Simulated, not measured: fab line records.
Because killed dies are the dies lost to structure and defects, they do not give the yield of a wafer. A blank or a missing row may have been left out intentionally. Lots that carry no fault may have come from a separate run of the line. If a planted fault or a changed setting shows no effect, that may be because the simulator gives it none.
fab line records -- flow n5_finfet
record lots=24, wafers=72, last_day=17
route steps=1938 shown BEOL_M5@1148
lots that met no fault: from a run of the same line without faults
start_h: hours from the record's first day to the start of the lot's first wafer shown -- wait_h: hours from the lot's prior step to this one -- " unchanged from the row above -- L1.1+2: several wafers, shown together as one row -- - no value, or no start was given -- * or withheld: withheld -- < > ~ a bound
route shown NAME@n: a module of which the file shows steps, and the number in the route of the first -- usual: mean/standard deviation taken from wafers without a fault -- same: alike in all rows -- chamber/n: place in a boat -- sites: per-site readings -- _std_site: how widely they spread, as a standard deviation -- _edge_site: the outer-site mean with the inner-site mean subtracted -- radius_mm: for every site, how far away it sits from the centre of the wafer -- mask NAME#n: copy n -- behind: the tool/chamber that last shaped the wafer -- hold: why the lot was held/for how many hours/how that ended -- device: the n, p or np transistor that did not switch -- end of line: at the end of the route, the tests of the same wafers -- step lacking rows: just its recipe -- killed: not the wafer's yield, but the dies lost to structure and defects at the first sort -- map: shows each die of a wafer: x if killed, . if not, _ if none is there
set.NAME: the run value of the setting; set.NAME@STEP: its run value at that earlier step -- model.NAME: the simulator's own value behind a step, which no gauge read
the route's steps for a sample of lots (tables are steps, rows are wafers)
services: the hour from which a tool's chamber was out of use, counted from the record's first day as start_h (under 0 if before that day), plus the number of hours and why
## steps
# step N5_BEOL_M5_CD_MEAS_28
# recipe target_cd_nm=30.6, landing_energy_ev=500, detector=se_inlens, target_cd_y_nm=20, polarity=opening
# usual cd_nm=30.74/0.26
lot.wafer,tool,chamber,start_h,wait_h,cd_nm
L074.1,cd_sem-01,0,168.84,-,30.88
L074.3,cd_sem-01,0,168.84,-,30.72
L074.6,cd_sem-01,0,168.84,-,30.75
L075.1,cd_sem-01,0,186.45,-,31.09
L075.4,cd_sem-01,0,186.45,-,30.95
L075.5,cd_sem-01,0,186.45,-,30.49
L077.2,cd_sem-02,0,193.86,-,30.85
L077.3,cd_sem-02,0,193.86,-,30.43
L077.6,cd_sem-02,0,193.86,-,30.22
L076.4,cd_sem-01,0,193.92,-,31.12
L076.5,cd_sem-01,0,193.92,-,31.03
L076.6,cd_sem-01,0,193.92,-,30.68
L078.1,cd_sem-02,0,193.96,-,30.27
L078.5,cd_sem-02,0,193.96,-,30.46
L078.6,cd_sem-02,0,193.96,-,30.71
L079.1,cd_sem-03,0,202.23,-,30.26
L079.4,cd_sem-03,0,202.23,-,30.46
L079.5,cd_sem-03,0,202.23,-,30.62
L081.2,cd_sem-03,0,205.03,-,30.79
L081.3,cd_sem-03,0,205.03,-,31.01
L081.6,cd_sem-03,0,205.03,-,31.07
L080.3,cd_sem-03,0,218.91,-,30.69
L080.4,cd_sem-03,0,218.91,-,30.88
L080.5,cd_sem-03,0,218.91,-,30.35
L082.3,cd_sem-03,0,219.01,-,30.29
L082.5,cd_sem-03,0,219.01,-,30.93
L082.6,cd_sem-03,0,219.01,-,30.45
L083.2,cd_sem-01,0,224.48,-,31.02
L083.3,cd_sem-01,0,224.48,-,31.02
L083.5,cd_sem-01,0,224.48,-,30.22
L085.1,cd_sem-02,0,240.93,-,31.01
L085.4,cd_sem-02,0,240.93,-,30.41
L085.5,cd_sem-02,0,240.93,-,30.82
L084.2,cd_sem-01,0,241.11,-,30.69
L084.3,cd_sem-01,0,241.11,-,30.32
L084.5,cd_sem-01,0,241.11,-,30.56
L088.4,cd_sem-03,0,246.37,-,30.71
L088.5,cd_sem-03,0,246.37,-,30.54
L088.6,cd_sem-03,0,246.37,-,30.60
L086.2,cd_sem-02,0,246.80,-,30.90
L086.3,cd_sem-02,0,246.80,-,30.22
L086.6,cd_sem-02,0,246.80,-,30.40
L087.1,cd_sem-01,0,263.57,-,30.70
L087.5,cd_sem-01,0,263.57,-,30.62
L087.6,cd_sem-01,0,263.57,-,30.90
L089.1,cd_sem-01,0,269.05,-,30.60
L089.3,cd_sem-01,0,269.05,-,30.49
L089.5,cd_sem-01,0,269.05,-,30.38
L090.4,cd_sem-01,0,274.54,-,30.23
L090.5,cd_sem-01,0,274.54,-,30.75
L090.6,cd_sem-01,0,274.54,-,30.47
L092.1,cd_sem-02,0,280.09,-,30.83
L092.2,cd_sem-02,0,280.09,-,30.28
L092.3,cd_sem-02,0,280.09,-,30.72
L091.2,cd_sem-03,0,280.14,-,30.50
L091.4,cd_sem-03,0,280.14,-,30.67
L091.6,cd_sem-03,0,280.14,-,30.82
L093.2,cd_sem-01,0,280.31,-,30.93
L093.4,cd_sem-01,0,280.31,-,30.98
L093.5,cd_sem-01,0,280.31,-,30.77
L094.1,cd_sem-01,0,296.78,-,30.67
L094.4,cd_sem-01,0,296.78,-,30.81
L094.5,cd_sem-01,0,296.78,-,30.75
L095.2,cd_sem-03,0,303.52,-,30.74
L095.5,cd_sem-03,0,303.52,-,30.82
L095.6,cd_sem-03,0,303.52,-,30.73
L097.3,cd_sem-02,0,306.51,-,31.08
L097.4,cd_sem-02,0,306.51,-,31.24
L097.5,cd_sem-02,0,306.51,-,30.78
L096.2,cd_sem-02,0,306.56,-,30.51
L096.4,cd_sem-02,0,306.56,-,30.87
L096.5,cd_sem-02,0,306.56,-,30.68
# step N5_BEOL_M5_DEGAS_44
# recipe ambient=vacuum, temp_c=250, time_s=60
# usual heater_power_w=327/32, susceptor_temp_C=250.00/0.18
lot.wafer,tool,chamber,start_h,wait_h,heater_power_w,susceptor_temp_C
L074.1,pvd_sputter-01,-,170.21,0.4,346,249.80
L074.3,pvd_sputter-01,-,170.21,0.4,344,250.12
L074.6,pvd_sputter-01,-,170.21,0.4,345,249.70
L075.1,pvd_sputter-03,-,188.45,0.8,331,250.05
L075.4,pvd_sputter-03,-,188.45,0.8,280,249.95
L075.5,pvd_sputter-03,-,188.45,0.8,319,250.00
L077.2,pvd_sputter-01,-,195.31,0.3,350,250.15
L077.3,pvd_sputter-01,-,195.31,0.3,343,249.95
L077.6,pvd_sputter-01,-,195.31,0.3,350,250.08
L076.4,pvd_sputter-03,-,195.33,0.2,325,249.99
L076.5,pvd_sputter-03,-,195.33,0.2,357,249.97
L076.6,pvd_sputter-03,-,195.33,0.2,322,249.92
L078.1,pvd_sputter-03,-,195.49,0.3,269,249.63
L078.5,pvd_sputter-03,-,195.49,0.3,324,249.74
L078.6,pvd_sputter-03,-,195.49,0.3,276,250.04
L079.1,pvd_sputter-03,-,203.62,0.6,361,250.22
L079.4,pvd_sputter-03,-,203.62,0.6,324,249.80
L079.5,pvd_sputter-03,-,203.62,0.6,313,249.71
L081.2,pvd_sputter-02,-,206.29,0.3,255,250.05
L081.3,pvd_sputter-02,-,206.29,0.3,364,249.93
L081.6,pvd_sputter-02,-,206.29,0.3,349,250.25
L080.3,pvd_sputter-02,-,220.09,0.2,338,249.83
L080.4,pvd_sputter-02,-,220.09,0.2,292,249.98
L080.5,pvd_sputter-02,-,220.09,0.2,352,249.89
L082.3,pvd_sputter-01,-,220.95,0.4,349,250.55
L082.5,pvd_sputter-01,-,220.95,0.4,351,249.99
L082.6,pvd_sputter-01,-,220.95,0.4,343,249.89
L083.2,pvd_sputter-02,-,225.75,0.4,293,249.98
L083.3,pvd_sputter-02,-,225.75,0.4,348,249.92
L083.5,pvd_sputter-02,-,225.75,0.4,260,250.17
L085.1,pvd_sputter-02,-,242.33,0.3,341,249.79
L085.4,pvd_sputter-02,-,242.33,0.3,360,250.03
L085.5,pvd_sputter-02,-,242.33,0.3,296,250.04
L084.2,pvd_sputter-01,-,242.54,0.2,344,249.94
L084.3,pvd_sputter-01,-,242.54,0.2,345,250.31
L084.5,pvd_sputter-01,-,242.54,0.2,348,250.14
L088.4,pvd_sputter-01,-,247.62,0.3,351,250.08
L088.5,pvd_sputter-01,-,247.62,0.3,349,250.24
L088.6,pvd_sputter-01,-,247.62,0.3,355,250.17
L086.2,pvd_sputter-03,-,248.10,0.4,323,250.17
L086.3,pvd_sputter-03,-,248.10,0.4,327,249.91
L086.6,pvd_sputter-03,-,248.10,0.4,314,249.78
L087.1,pvd_sputter-03,-,266.09,1.6,321,250.21
L087.5,pvd_sputter-03,-,266.09,1.6,315,250.21
L087.6,pvd_sputter-03,-,266.09,1.6,284,250.06
L089.1,pvd_sputter-02,-,270.23,0.4,356,250.11
L089.3,pvd_sputter-02,-,270.23,0.4,345,250.28
L089.5,pvd_sputter-02,-,270.23,0.4,252,249.82
L090.4,pvd_sputter-03,-,275.94,0.3,316,250.03
L090.5,pvd_sputter-03,-,275.94,0.3,365,249.98
L090.6,pvd_sputter-03,-,275.94,0.3,328,250.01
L092.1,pvd_sputter-02,-,281.22,0.3,355,250.05
L092.2,pvd_sputter-02,-,281.22,0.3,297,250.34
L092.3,pvd_sputter-02,-,281.22,0.3,255,250.06
L091.2,pvd_sputter-02,-,281.38,0.4,253,250.38
L091.4,pvd_sputter-02,-,281.38,0.4,295,250.15
L091.6,pvd_sputter-02,-,281.38,0.4,287,249.77
L093.2,pvd_sputter-01,-,283.46,1.9,352,249.79
L093.4,pvd_sputter-01,-,283.46,1.9,348,249.96
L093.5,pvd_sputter-01,-,283.46,1.9,351,250.35
L094.1,pvd_sputter-03,-,298.15,0.5,280,250.05
L094.4,pvd_sputter-03,-,298.15,0.5,324,250.23
L094.5,pvd_sputter-03,-,298.15,0.5,316,250.12
L095.2,pvd_sputter-01,-,305.30,0.4,351,249.88
L095.5,pvd_sputter-01,-,305.30,0.4,344,250.00
L095.6,pvd_sputter-01,-,305.30,0.4,356,250.13
L097.3,pvd_sputter-03,-,308.68,0.7,318,249.88
L097.4,pvd_sputter-03,-,308.68,0.7,356,250.05
L097.5,pvd_sputter-03,-,308.68,0.7,365,249.83
L096.2,pvd_sputter-03,-,308.76,0.6,356,249.98
L096.4,pvd_sputter-03,-,308.76,0.6,282,250.11
L096.5,pvd_sputter-03,-,308.76,0.6,330,249.60
# step N5_BEOL_M5_SPUTTER_48
# recipe material=Cu, target_thk_a=150, temp_c=-20, chamber_pressure_pa=0.07, power_w=withheld, time_s=27.62
# usual susceptor_temp_C=-20.00/0.12, throttle_valve_pct=29.7/1
lot.wafer,tool,chamber,start_h,wait_h,susceptor_temp_C,throttle_valve_pct
L074.1,pvd_sputter-03,-,171.14,0.3,-20.10,30.2
L074.3,pvd_sputter-03,-,171.14,0.3,-19.84,27.4
L074.6,pvd_sputter-03,-,171.14,0.3,-19.92,28.9
L075.1,pvd_sputter-02,-,189.17,0.1,-20.11,30.3
L075.4,pvd_sputter-02,-,189.17,0.1,-19.87,29.8
L075.5,pvd_sputter-02,-,189.17,0.1,-19.94,29.2
L076.4,pvd_sputter-01,-,196.08,0.0,-20.03,30.4
L076.5,pvd_sputter-01,-,196.08,0.0,-19.96,31.9
L076.6,pvd_sputter-01,-,196.08,0.0,-20.10,28.2
L077.2,pvd_sputter-03,-,196.21,0.1,-20.08,29.2
L077.3,pvd_sputter-03,-,196.21,0.1,-19.90,27.5
L077.6,pvd_sputter-03,-,196.21,0.1,-19.98,29.0
L078.1,pvd_sputter-02,-,198.26,2.0,-20.08,30.3
L078.5,pvd_sputter-02,-,198.26,2.0,-20.03,30.2
L078.6,pvd_sputter-02,-,198.26,2.0,-20.04,29.2
L079.1,pvd_sputter-01,-,205.02,0.6,-20.17,30.4
L079.4,pvd_sputter-01,-,205.02,0.6,-20.00,28.2
L079.5,pvd_sputter-01,-,205.02,0.6,-20.33,30.1
L081.2,pvd_sputter-03,-,207.40,0.1,-19.85,29.0
L081.3,pvd_sputter-03,-,207.40,0.1,-19.94,27.5
L081.6,pvd_sputter-03,-,207.40,0.1,-19.88,27.5
L080.3,pvd_sputter-02,-,220.75,0.2,-20.23,30.4
L080.4,pvd_sputter-02,-,220.75,0.2,-20.01,30.1
L080.5,pvd_sputter-02,-,220.75,0.2,-19.93,29.0
L082.3,pvd_sputter-01,-,223.09,1.1,-20.13,30.5
L082.5,pvd_sputter-01,-,223.09,1.1,-20.19,30.7
L082.6,pvd_sputter-01,-,223.09,1.1,-20.09,30.1
L083.2,pvd_sputter-02,-,226.49,0.1,-20.00,30.3
L083.3,pvd_sputter-02,-,226.49,0.1,-20.03,30.9
L083.5,pvd_sputter-02,-,226.49,0.1,-19.99,29.1
L085.1,pvd_sputter-03,-,243.67,0.4,-19.99,29.3
L085.4,pvd_sputter-03,-,243.67,0.4,-20.18,29.0
L085.5,pvd_sputter-03,-,243.67,0.4,-20.04,29.5
L084.2,pvd_sputter-02,-,244.62,1.2,-20.09,30.0
L084.3,pvd_sputter-02,-,244.62,1.2,-19.69,30.5
L084.5,pvd_sputter-02,-,244.62,1.2,-19.66,30.5
L088.4,pvd_sputter-01,-,248.40,0.2,-19.88,31.8
L088.5,pvd_sputter-01,-,248.40,0.2,-20.02,30.4
L088.6,pvd_sputter-01,-,248.40,0.2,-19.85,30.7
L086.2,pvd_sputter-03,-,248.94,0.1,-20.13,29.3
L086.3,pvd_sputter-03,-,248.94,0.1,-19.96,30.1
L086.6,pvd_sputter-03,-,248.94,0.1,-20.01,29.1
L087.1,pvd_sputter-03,-,267.07,0.2,-20.04,27.7
L087.5,pvd_sputter-03,-,267.07,0.2,-20.10,29.9
L087.6,pvd_sputter-03,-,267.07,0.2,-20.08,28.8
L089.1,pvd_sputter-02,-,270.87,0.2,-19.88,30.5
L089.3,pvd_sputter-02,-,270.87,0.2,-19.99,30.1
L089.5,pvd_sputter-02,-,270.87,0.2,-20.22,30.0
L090.4,pvd_sputter-01,-,278.39,1.7,-20.00,31.7
L090.5,pvd_sputter-01,-,278.39,1.7,-20.11,30.2
L090.6,pvd_sputter-01,-,278.39,1.7,-20.13,28.2
L092.1,pvd_sputter-02,-,281.86,0.1,-19.89,29.3
L092.2,pvd_sputter-02,-,281.86,0.1,-19.97,30.0
L092.3,pvd_sputter-02,-,281.86,0.1,-19.81,30.3
L091.2,pvd_sputter-03,-,282.12,0.2,-19.79,27.7
L091.4,pvd_sputter-03,-,282.12,0.2,-19.81,30.0
L091.6,pvd_sputter-03,-,282.12,0.2,-19.76,27.4
L093.2,pvd_sputter-01,-,284.22,0.1,-19.99,28.1
L093.4,pvd_sputter-01,-,284.22,0.1,-19.99,30.2
L093.5,pvd_sputter-01,-,284.22,0.1,-20.02,28.3
L094.1,pvd_sputter-02,-,300.02,0.1,-20.12,29.3
L094.4,pvd_sputter-02,-,300.02,0.1,-20.03,30.1
L094.5,pvd_sputter-02,-,300.02,0.1,-20.08,30.1
L095.2,pvd_sputter-01,-,307.36,0.2,-20.07,30.6
L095.5,pvd_sputter-01,-,307.36,0.2,-20.09,30.1
L095.6,pvd_sputter-01,-,307.36,0.2,-19.97,30.5
L097.3,pvd_sputter-02,-,309.61,0.1,-19.92,30.1
L097.4,pvd_sputter-02,-,309.61,0.1,-19.97,30.5
L097.5,pvd_sputter-02,-,309.61,0.1,-19.92,29.3
L096.2,pvd_sputter-03,-,309.65,0.1,-20.07,29.6
L096.4,pvd_sputter-03,-,309.65,0.1,-19.95,28.9
L096.5,pvd_sputter-03,-,309.65,0.1,-19.98,29.4
# step N5_BEOL_M5_PRE_CLEAN_77
# recipe gas=NH3/H2, time_s=15, temp_c=*, rf_power_w=300
# usual heater_power_w=79/24, susceptor_temp_C=*
lot.wafer,tool,chamber,start_h,wait_h,heater_power_w,susceptor_temp_C
L074.1,cvd_co-01,0,176.67,0.1,77,*
L074.3,cvd_co-01,1,176.67,0.1,90,*
L074.6,cvd_co-01,1,176.67,0.1,90,*
L075.1,cvd_co-02,2,194.35,0.0,50,*
L075.4,cvd_co-02,1,194.35,0.0,43,*
L075.5,cvd_co-02,0,194.35,0.0,115,*
L076.4,cvd_co-02,0,201.28,0.1,116,*
L076.5,cvd_co-02,2,201.28,0.1,51,*
L076.6,cvd_co-02,1,201.28,0.1,44,*
L077.2,cvd_co-01,2,201.39,0.0,100,*
L077.3,cvd_co-01,0,201.39,0.0,76,*
L077.6,cvd_co-01,0,201.39,0.0,76,*
L078.1,cvd_co-01,0,203.47,0.0,77,*
L078.5,cvd_co-01,2,203.47,0.0,101,*
L078.6,cvd_co-01,0,203.47,0.0,75,*
L079.1,cvd_co-01,1,210.20,0.0,88,*
L079.4,cvd_co-01,1,210.20,0.0,89,*
L079.5,cvd_co-01,0,210.20,0.0,77,*
L081.2,cvd_co-01,2,212.58,0.0,103,*
L081.3,cvd_co-01,1,212.58,0.0,89,*
L081.6,cvd_co-01,0,212.58,0.0,76,*
L080.3,cvd_co-02,2,225.94,0.1,50,*
L080.4,cvd_co-02,1,225.94,0.1,43,*
L080.5,cvd_co-02,1,225.94,0.1,43,*
L082.3,cvd_co-01,0,228.27,0.0,76,*
L082.5,cvd_co-01,1,228.27,0.0,89,*
L082.6,cvd_co-01,0,228.27,0.0,77,*
L083.2,cvd_co-02,2,231.67,0.0,51,*
L083.3,cvd_co-02,1,231.67,0.0,43,*
L083.5,cvd_co-02,2,231.67,0.0,50,*
L085.1,cvd_co-02,0,248.85,0.0,113,*
L085.4,cvd_co-02,1,248.85,0.0,43,*
L085.5,cvd_co-02,1,248.85,0.0,44,*
L084.2,cvd_co-02,1,250.07,0.0,43,*
L084.3,cvd_co-02,2,250.07,0.0,50,*
L084.5,cvd_co-02,0,250.07,0.0,114,*
L088.4,cvd_co-01,2,253.87,0.1,99,*
L088.5,cvd_co-01,1,253.87,0.1,89,*
L088.6,cvd_co-01,0,253.87,0.1,79,*
L086.2,cvd_co-02,0,254.39,0.0,113,*
L086.3,cvd_co-02,2,254.39,0.0,50,*
L086.6,cvd_co-02,1,254.39,0.0,43,*
L087.1,cvd_co-02,2,272.25,0.0,50,*
L087.5,cvd_co-02,2,272.25,0.0,51,*
L087.6,cvd_co-02,1,272.25,0.0,44,*
L089.1,cvd_co-01,0,276.17,0.0,76,*
L089.3,cvd_co-01,2,276.17,0.0,101,*
L089.5,cvd_co-01,1,276.17,0.0,89,*
L090.4,cvd_co-01,0,283.59,0.1,77,*
L090.5,cvd_co-01,2,283.59,0.1,103,*
L090.6,cvd_co-01,1,283.59,0.1,89,*
L092.1,cvd_co-02,0,287.03,0.0,116,*
L092.2,cvd_co-02,1,287.03,0.0,44,*
L092.3,cvd_co-02,2,287.03,0.0,52,*
L091.2,cvd_co-01,1,287.60,0.1,90,*
L091.4,cvd_co-01,2,287.60,0.1,101,*
L091.6,cvd_co-01,1,287.60,0.1,90,*
L093.2,cvd_co-01,2,289.47,0.1,101,*
L093.4,cvd_co-01,2,289.47,0.1,102,*
L093.5,cvd_co-01,1,289.47,0.1,92,*
L094.1,cvd_co-02,0,305.31,0.1,115,*
L094.4,cvd_co-02,2,305.31,0.1,51,*
L094.5,cvd_co-02,0,305.31,0.1,115,*
L095.2,cvd_co-01,0,312.54,0.0,76,*
L095.5,cvd_co-01,2,312.54,0.0,102,*
L095.6,cvd_co-01,0,312.54,0.0,76,*
L097.3,cvd_co-01,0,314.81,0.1,75,*
L097.4,cvd_co-01,2,314.81,0.1,100,*
L097.5,cvd_co-01,2,314.81,0.1,103,*
L096.2,cvd_co-01,2,314.96,0.0,101,*
L096.4,cvd_co-01,2,314.96,0.0,101,*
L096.5,cvd_co-01,2,314.96,0.0,100,*
# step N5_BEOL_M5_CO_CAP_78
# recipe material=Co, target_thk_a=20, temp_c=200, precursor=CCTBA/H2, pressure_torr=30, time_s=102.1
# usual heater_power_w=229/31, susceptor_temp_C=200.00/0.16
lot.wafer,tool,chamber,start_h,wait_h,heater_power_w,susceptor_temp_C
L074.1,cvd_co-01,0,176.71,0.0,229,200.11
L074.3,cvd_co-01,1,176.71,0.0,248,200.27
L074.6,cvd_co-01,1,176.71,0.0,241,200.28
L075.1,cvd_co-02,2,194.39,0.0,193,199.93
L075.4,cvd_co-02,1,194.39,0.0,183,200.09
L075.5,cvd_co-02,0,194.39,0.0,277,200.25
L076.4,cvd_co-02,0,201.33,0.0,272,200.06
L076.5,cvd_co-02,2,201.33,0.0,191,199.95
L076.6,cvd_co-02,1,201.33,0.0,179,199.61
L077.2,cvd_co-01,2,201.43,0.0,252,200.10
L077.3,cvd_co-01,0,201.43,0.0,227,199.84
L077.6,cvd_co-01,0,201.43,0.0,221,200.00
L078.1,cvd_co-01,0,203.51,0.0,226,199.86
L078.5,cvd_co-01,2,203.51,0.0,254,200.26
L078.6,cvd_co-01,0,203.51,0.0,225,199.82
L079.1,cvd_co-01,1,210.24,0.0,239,200.13
L079.4,cvd_co-01,1,210.24,0.0,246,200.12
L079.5,cvd_co-01,0,210.24,0.0,225,199.76
L081.2,cvd_co-01,2,212.62,0.0,254,200.01
L081.3,cvd_co-01,1,212.62,0.0,242,199.93
L081.6,cvd_co-01,0,212.62,0.0,229,200.11
L080.3,cvd_co-02,2,226.02,0.1,191,200.00
L080.4,cvd_co-02,1,226.02,0.1,184,199.80
L080.5,cvd_co-02,1,226.02,0.1,184,199.99
L082.3,cvd_co-01,0,228.31,0.0,227,199.77
L082.5,cvd_co-01,1,228.31,0.0,238,200.21
L082.6,cvd_co-01,0,228.31,0.0,220,199.97
L083.2,cvd_co-02,2,231.73,0.0,186,199.87
L083.3,cvd_co-02,1,231.73,0.0,187,200.14
L083.5,cvd_co-02,2,231.73,0.0,190,199.70
L085.1,cvd_co-02,0,248.91,0.0,270,200.00
L085.4,cvd_co-02,1,248.91,0.0,182,199.99
L085.5,cvd_co-02,1,248.91,0.0,181,199.97
L084.2,cvd_co-02,1,250.11,0.0,185,200.11
L084.3,cvd_co-02,2,250.11,0.0,192,200.12
L084.5,cvd_co-02,0,250.11,0.0,271,200.05
L088.4,cvd_co-01,2,253.92,0.0,253,199.92
L088.5,cvd_co-01,1,253.92,0.0,241,200.04
L088.6,cvd_co-01,0,253.92,0.0,228,199.95
L086.2,cvd_co-02,0,254.43,0.0,276,199.86
L086.3,cvd_co-02,2,254.43,0.0,190,200.32
L086.6,cvd_co-02,1,254.43,0.0,182,199.93
L087.1,cvd_co-02,2,272.29,0.0,193,199.75
L087.5,cvd_co-02,2,272.29,0.0,191,199.88
L087.6,cvd_co-02,1,272.29,0.0,183,199.70
L089.1,cvd_co-01,0,276.21,0.0,222,199.73
L089.3,cvd_co-01,2,276.21,0.0,255,200.03
L089.5,cvd_co-01,1,276.21,0.0,235,200.06
L090.4,cvd_co-01,0,283.65,0.0,222,200.19
L090.5,cvd_co-01,2,283.65,0.0,255,200.06
L090.6,cvd_co-01,1,283.65,0.0,241,199.90
L092.1,cvd_co-02,0,287.07,0.0,274,199.85
L092.2,cvd_co-02,1,287.07,0.0,183,199.98
L092.3,cvd_co-02,2,287.07,0.0,192,200.06
L091.2,cvd_co-01,1,287.64,0.0,236,200.06
L091.4,cvd_co-01,2,287.64,0.0,255,200.04
L091.6,cvd_co-01,1,287.64,0.0,245,199.95
L093.2,cvd_co-01,2,289.51,0.0,255,200.30
L093.4,cvd_co-01,2,289.51,0.0,260,200.28
L093.5,cvd_co-01,1,289.51,0.0,239,199.93
L094.1,cvd_co-02,0,305.35,0.0,273,199.95
L094.4,cvd_co-02,2,305.35,0.0,198,199.92
L094.5,cvd_co-02,0,305.35,0.0,270,200.05
L095.2,cvd_co-01,0,312.60,0.0,221,200.26
L095.5,cvd_co-01,2,312.60,0.0,254,200.20
L095.6,cvd_co-01,0,312.60,0.0,225,199.95
L097.3,cvd_co-01,0,314.89,0.1,224,199.73
L097.4,cvd_co-01,2,314.89,0.1,257,200.12
L097.5,cvd_co-01,2,314.89,0.1,261,199.89
L096.2,cvd_co-01,2,315.02,0.0,261,199.76
L096.4,cvd_co-01,2,315.02,0.0,256,199.96
L096.5,cvd_co-01,2,315.02,0.0,256,199.71
# step N5_BEOL_M5_DEP_56
# recipe material=SiCN, target_thk_a=80, temp_c=withheld, precursor=3MS/NH3, pressure_torr=3, rf_w=202, time_s=14
# usual showerhead_plenum_p_Torr=3.670/0.018, throttle_valve_pct=9.1/0.68
lot.wafer,tool,chamber,start_h,wait_h,showerhead_plenum_p_Torr,throttle_valve_pct
L074.1,pecvd-01,0,176.83,0.0,3.691,8.8
L074.3,pecvd-01,1,176.83,0.0,3.677,10.2
L074.6,pecvd-01,2,176.83,0.0,3.638,10.0
L075.1,pecvd-04,1,194.51,0.0,3.669,9.0
L075.4,pecvd-04,0,194.51,0.0,3.653,8.6
L075.5,pecvd-04,1,194.51,0.0,3.674,8.8
L076.4,pecvd-02,1,201.43,0.0,3.693,10.2
L076.5,pecvd-02,0,201.43,0.0,3.672,8.4
L076.6,pecvd-02,2,201.43,0.0,3.655,8.4
L077.2,pecvd-01,1,201.55,0.0,3.675,9.7
L077.3,pecvd-01,0,201.55,0.0,3.700,8.9
L077.6,pecvd-01,0,201.55,0.0,3.696,9.0
L078.1,pecvd-02,1,203.62,0.0,3.689,10.4
L078.5,pecvd-02,2,203.62,0.0,3.655,8.7
L078.6,pecvd-02,0,203.62,0.0,3.667,8.4
L079.1,pecvd-02,1,210.36,0.0,3.693,10.1
L079.4,pecvd-02,2,210.36,0.0,3.646,8.7
L079.5,pecvd-02,0,210.36,0.0,3.661,8.6
L081.2,pecvd-04,1,212.73,0.0,3.678,9.3
L081.3,pecvd-04,2,212.73,0.0,3.665,9.3
L081.6,pecvd-04,0,212.73,0.0,3.656,8.5
L080.3,pecvd-02,0,226.14,0.0,3.665,8.5
L080.4,pecvd-02,0,226.14,0.0,3.666,8.5
L080.5,pecvd-02,1,226.14,0.0,3.693,10.2
L082.3,pecvd-01,0,228.46,0.0,3.692,9.1
L082.5,pecvd-01,0,228.46,0.0,3.684,8.8
L082.6,pecvd-01,1,228.46,0.0,3.680,9.8
L083.2,pecvd-04,1,231.89,0.0,3.677,9.1
L083.3,pecvd-04,2,231.89,0.0,3.671,9.0
L083.5,pecvd-04,2,231.89,0.0,3.676,9.3
L085.1,pecvd-02,1,249.06,0.0,3.692,10.2
L085.4,pecvd-02,2,249.06,0.0,3.645,8.3
L085.5,pecvd-02,1,249.06,0.0,3.698,10.6
L084.2,pecvd-02,2,250.23,0.0,3.656,8.7
L084.3,pecvd-02,0,250.23,0.0,3.672,8.2
L084.5,pecvd-02,2,250.23,0.0,3.655,8.5
L088.4,pecvd-01,0,254.02,0.0,3.698,8.7
L088.5,pecvd-01,1,254.02,0.0,3.675,10.0
L088.6,pecvd-01,2,254.02,0.0,3.644,8.3
L086.2,pecvd-04,2,254.54,0.0,3.669,9.1
L086.3,pecvd-04,0,254.54,0.0,3.648,8.6
L086.6,pecvd-04,2,254.54,0.0,3.664,9.4
L087.1,pecvd-02,0,272.41,0.0,3.679,8.8
L087.5,pecvd-02,0,272.41,0.0,3.654,8.8
L087.6,pecvd-02,1,272.41,0.0,3.688,10.0
L089.1,pecvd-02,1,276.32,0.0,3.693,10.2
L089.3,pecvd-02,2,276.32,0.0,3.656,8.7
L089.5,pecvd-02,1,276.32,0.0,3.689,10.1
L090.4,pecvd-02,2,283.75,0.0,3.651,8.2
L090.5,pecvd-02,0,283.75,0.0,3.672,8.4
L090.6,pecvd-02,1,283.75,0.0,3.688,10.3
L092.1,pecvd-04,2,287.19,0.0,3.669,9.0
L092.2,pecvd-04,0,287.19,0.0,3.654,8.4
L092.3,pecvd-04,1,287.19,0.0,3.669,9.1
L091.2,pecvd-01,0,287.75,0.0,3.691,8.9
L091.4,pecvd-01,1,287.75,0.0,3.671,9.9
L091.6,pecvd-01,2,287.75,0.0,3.644,8.2
L093.2,pecvd-01,1,289.62,0.0,3.685,9.9
L093.4,pecvd-01,0,289.62,0.0,3.686,9.0
L093.5,pecvd-01,2,289.62,0.0,3.633,8.6
L094.1,pecvd-01,0,305.46,0.0,3.692,8.8
L094.4,pecvd-01,1,305.46,0.0,3.675,9.8
L094.5,pecvd-01,2,305.46,0.0,3.631,8.2
L095.2,pecvd-04,0,312.77,0.0,3.659,8.5
L095.5,pecvd-04,2,312.77,0.0,3.669,9.1
L095.6,pecvd-04,1,312.77,0.0,3.689,9.1
L097.3,pecvd-02,1,315.00,0.0,3.698,10.3
L097.4,pecvd-02,0,315.00,0.0,3.673,8.6
L097.5,pecvd-02,1,315.00,0.0,3.693,10.4
L096.2,pecvd-04,0,315.17,0.0,3.649,8.5
L096.4,pecvd-04,2,315.17,0.0,3.669,9.1
L096.5,pecvd-04,1,315.17,0.0,3.669,9.4
## services
tool,chamber,start_h,hours,kind
pecvd-02,-,156.71,0.9,repair
pvd_sputter-01,-,166.67,1.7,repair
pecvd-04,1,186.97,5.1,repair
pecvd-01,0,193.17,7.0,repair
cvd_co-01,-,195.01,0.2,repair
pecvd-01,2,202.38,-,clean
pecvd-01,2,202.38,-,consumable_replace:showerhead
pecvd-01,2,202.38,29.0,scheduled_down
pecvd-01,2,202.38,29.0,vent_cycle
pecvd-04,0,213.15,5.5,scheduled_down
cvd_co-02,0,214.70,22.8,repair
pecvd-04,-,216.52,1.1,repair
pecvd-04,0,230.12,17.9,repair
cvd_co-02,2,232.10,17.3,repair
pecvd-01,-,270.76,0.9,repair
pvd_sputter-03,-,277.53,2.1,repair
pecvd-02,1,292.93,5.5,scheduled_down
cvd_co-01,1,308.92,19.0,repair
## key
fault none
